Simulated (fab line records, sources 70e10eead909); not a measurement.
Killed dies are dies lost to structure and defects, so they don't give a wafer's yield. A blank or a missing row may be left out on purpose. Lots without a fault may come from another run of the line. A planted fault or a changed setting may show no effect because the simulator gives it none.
Chamber matching | flow nand_harc | NHARC_A_CONTACT_DEP_58 on pecvd-03: 3 sister chambers
The step deposits SiON, target thk 90 nm. 6 wafers are shown with their chamber, then 11 later ones without.

WAFERS WITH THEIR CHAMBER
wafer  | chamber | heater_power_w (W) | susceptor_temp_C (C)
L082.4 | 0       | 583                | 399.80
L083.4 | 1       | 684                | 399.93
L086.1 | 0       | 540                | 399.85
L086.5 | 2       | 756                | 400.31
L086.6 | 1       | 784                | 400.29
L087.1 | 2       | 794                | 400.16

WAFERS WITHOUT THEIR CHAMBER
wafer  | heater_power_w (W) | susceptor_temp_C (C)
L087.3 | 622                | 400.14
L087.5 | 771                | 399.83
L090.1 | 755                | 400.01
L090.4 | 765                | 400.30
L090.5 | 742                | 400.02
L095.1 | 798                | 400.03
L095.3 | 765                | 400.14
L095.4 | 791                | 400.24
L096.1 | 784                | 400.04
L096.3 | 649                | 400.12
L096.6 | 517                | 399.73

WHICH CHAMBER EACH WENT THROUGH
wafer  | from the rows above          | in truth
L087.3 | can't be placed: 0 or 1 or 2 | 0
L087.5 | can't be placed: 1 or 2      | 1
L090.1 | can't be placed: 1 or 2      | 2
L090.4 | can't be placed: 2 or 1      | 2
L090.5 | can't be placed: 1 or 2      | 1
L095.1 | can't be placed: 2 or 1      | 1
L095.3 | can't be placed: 2 or 1      | 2
L095.4 | can't be placed: 2 or 1      | 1
L096.1 | can't be placed: 1 or 2      | 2
L096.3 | can't be placed: 1 or 0 or 2 | 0
L096.6 | 0                            | 0
Placed correctly: 1 of 11. Can't be placed from these rows: 10 (the true chamber is among the candidates in 10). Placed wrongly: 0.
How it was worked out, from the rows above alone: a wafer's distance from a chamber is the root of the sum, over the readings, of the square of ((its reading less the chamber's mean) divided by the reading's scatter). The wafer belongs to the nearest chamber; if the next one is less than 2 further off, it can't be placed. A chamber's mean is the mean of its shown wafers. The scatter: the root of (the sum of the squares of (reading less its chamber's mean) over the shown wafers, divided by (wafers less chambers)).
